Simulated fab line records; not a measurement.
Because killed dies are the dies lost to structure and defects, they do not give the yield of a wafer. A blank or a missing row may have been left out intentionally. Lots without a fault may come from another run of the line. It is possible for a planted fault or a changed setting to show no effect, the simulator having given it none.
Lot-split experiment | flow n5_finfet | 7 lots, 21 wafers read, on a route of 1938 steps

## SPLIT DETAILS
At N5_BEOL_M8_PECVD_70 (deposits SiO2 from TEOS/O2, target thk 20 nm, time 22.7 s), the setting time_s was moved away from the recipe's 22.7 s on 8 of the 21 wafers read, by -6.1% to +10.6%. For the rest of the wafers, this setting stayed at what the recipe calls for.

The split's own step is where the reading is taken.

## THE READING
SiO2_of_BEOL_M8_PECVD_70.thk_nm (the simulator's own value, which no gauge read), in nm, at N5_BEOL_M8_PECVD_70 (deposits SiO2 from TEOS/O2, target thk 20 nm, time 22.7 s). The file does not state a usual value for it. Here, 13 wafers ran the recipe; their average is 20.0 nm with a standard deviation of 0.24 nm.

wafer  | tool, chamber at the split | time_s as run, s | against the recipe | SiO2_of_BEOL_M8_PECVD_70.thk_nm, nm | against lot-mates on the recipe
L076.1 | pecvd-04, 2                | 22.7             | recipe             | 20.2                                | -
L076.3 | pecvd-04, 0                | 24.97            | +10.0%             | 21.8                                | +1.6
L076.4 | pecvd-04, 1                | 24.97            | +10.0%             | 22                                  | +1.8
L083.1 | pecvd-01, 2,0,0            | 22.7             | recipe             | 19.8                                | -
L083.3 | pecvd-01, 2,0,0            | 22.7             | recipe             | 19.8                                | -
L083.4 | pecvd-01, 2,0,0            | 22.7             | recipe             | 19.8                                | -
L084.1 | pecvd-02, 0,1              | 22.7             | recipe             | 19.6                                | -
L084.3 | pecvd-02, 0,1              | 22.7             | recipe             | 19.6                                | -
L084.5 | pecvd-02, 2                | 22.7             | recipe             | 20                                  | -
L086.1 | pecvd-04, 1                | 22.7             | recipe             | 20                                  | -
L086.2 | pecvd-04, 0                | 22.7             | recipe             | 19.8                                | -
L086.6 | pecvd-04, 2                | 22.7             | recipe             | 20.4                                | -
L090.1 | pecvd-04, 1                | 25.1             | +10.6%             | 22                                  | no lot-mate on the recipe
L090.4 | pecvd-04, 2                | 25.1             | +10.6%             | 22.6                                | no lot-mate on the recipe
L090.6 | pecvd-04, 1                | 25.1             | +10.6%             | 22.2                                | no lot-mate on the recipe
L096.1 | pecvd-01, 2                | 22.7             | recipe             | 20                                  | -
L096.3 | pecvd-01, 1                | 21.32            | -6.1%              | 18.6                                | -1.5
L096.4 | pecvd-01, 0                | 22.7             | recipe             | 20.2                                | -
L097.2 | pecvd-02, 1                | 22.7             | recipe             | 20.2                                | -
L097.4 | pecvd-02, 0                | 23.56            | +3.8%              | 21                                  | +0.8
L097.5 | pecvd-02, 1                | 23.56            | +3.8%              | 20.8                                | +0.6
The file does not say which wafer passed through which chamber wherever a row lists several chambers: such a row stands for several wafers.

THE FIT
A straight line over all 21 wafers: SiO2_of_BEOL_M8_PECVD_70.thk_nm changes by +0.212 nm for each +1% of time_s; r = +0.98; the points scatter about the line by 0.24 nm.
The same after taking each lot's own level away (the mean of its wafers on the recipe; 18 wafers): +0.185 nm for each +1%; r = +0.97; scatter 0.18 nm.
Per that fit: largest time_s move, reading shift of 2 nm.
Across the lots, their own levels run from 19.73 to 20.20 nm, a range of 2.0 times the standard deviation given above.
Hence the slope depends on the lot-to-lot level, as the two fits are not the same.
Check: for one of the wafers moved furthest among these (+10.0%), held out of the fit, the line's prediction against its lot-mates is +1.95 nm. It came out at +1.6 nm against them.

## THE OTHER SPLITS THESE WAFERS WENT THROUGH
Note: prior to the reading, these wafers also went through further splits. Each is held against what the fit with the lots' levels taken away leaves over:
other split on the same wafers    | wafers away from the commonest value | r with SiO2_of_BEOL_M8_PECVD_70.thk_nm (lot level and that fit taken away)
N5_BEOL_M6_HM_DEP_02 target_thk_a | 7                                    | +0.11
N5_BEOL_M7_ETCH_62 source_w       | 9                                    | +0.22
N5_BEOL_M7_COAT_63 spin_rpm       | 5                                    | -0.15

## FILE'S OWN FIT
SiO2_of_BEOL_M8_PECVD_70.thk_nm changes by +0.19 nm for each +1% of time_s, r = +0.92.
